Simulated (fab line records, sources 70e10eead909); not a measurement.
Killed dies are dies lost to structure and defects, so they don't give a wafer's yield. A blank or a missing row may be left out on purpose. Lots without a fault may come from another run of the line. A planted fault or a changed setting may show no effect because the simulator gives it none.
Which tool did it? | flow nand_harc | 24 lots, 72 wafers sampled, at 1 step of a route of 1159

WHAT THE GAUGES READ, wafer by wafer
NHARC_A_CHANNEL_FILL_D1_INSPECT_13.
lot  | measured     | on                | raw_defect_count
L074 | day 10 18:49 | defect_inspect-01 | 173 298 262
L076 | day 11 02:29 | defect_inspect-01 | 424 153 291
L075 | day 11 02:39 | defect_inspect-02 | 189 255 337
L077 | day 11 08:35 | defect_inspect-01 | 457 359 318
L079 | day 11 08:44 | defect_inspect-02 | 495 438 318
L078 | day 11 14:53 | defect_inspect-02 | 324 350 277
L080 | day 11 23:58 | defect_inspect-01 | 148 149 183
L081 | day 12 11:46 | defect_inspect-02 | 300 371 181
L084 | day 12 19:59 | defect_inspect-02 | 197 106 177
L082 | day 12 20:01 | defect_inspect-01 | 324 841 501
L083 | day 13 02:53 | defect_inspect-02 | 299 253 177
L086 | day 13 16:16 | defect_inspect-01 | 235 247 281
L088 | day 13 16:26 | defect_inspect-01 | 329 246 300
L087 | day 13 21:33 | defect_inspect-01 | 234 185 191
L085 | day 14 04:09 | defect_inspect-02 | 256 335 232
L089 | day 14 11:10 | defect_inspect-02 | 295 203 284
L091 | day 14 16:51 | defect_inspect-02 | 488 313 405
L090 | day 14 16:52 | defect_inspect-01 | 245 421 345
L093 | day 15 07:24 | defect_inspect-01 | 324 343 278
L092 | day 15 07:33 | defect_inspect-02 | 417 310 394
L094 | day 15 13:28 | defect_inspect-01 | 361 275 273
L097 | day 16 04:05 | defect_inspect-01 | 192 291 537
L095 | day 16 11:04 | defect_inspect-01 | 180 341 326
L096 | day 16 16:53 | defect_inspect-02 | 608 412 207

WHICH TOOL RAN EACH LOT (tool, then ch and the chambers of the sampled wafers, then the start)
The record holds no process step before these readings.

WHAT THE TOOLS THEMSELVES READ (means of the sampled wafers that have a number; where no wafer has one, the mark that the record gives instead)
The record holds no such reading with a usual standard deviation.

THE ANSWER, worked out from the rows above alone
Rule: what is usual is taken from the lots themselves. Put in order of their means at a reading, lots are off if they are a third of the lots or fewer, leave a main group of 4 or more, and stand apart from it by a gap of 3 or more times the standard deviation of the main group's means; of several such gaps the widest counts. A main group whose means are all the same, to the digits that the tables above print for the reading, isn't used. A lot without any number at a reading at which 4 lots or more have one is off too. The other lots that the step has rows for count as sound. The gauges are gone through in route order, then the tools' own readings, and for those a lot's mean is taken as printed above. The first step at which some lot is off is used, and at that step the reading that is off furthest; a lot without a number counts as furthest.
No lot is off at any reading shown: from this, nothing can be told.

WHAT THE SIMULATOR HAD PUT IN
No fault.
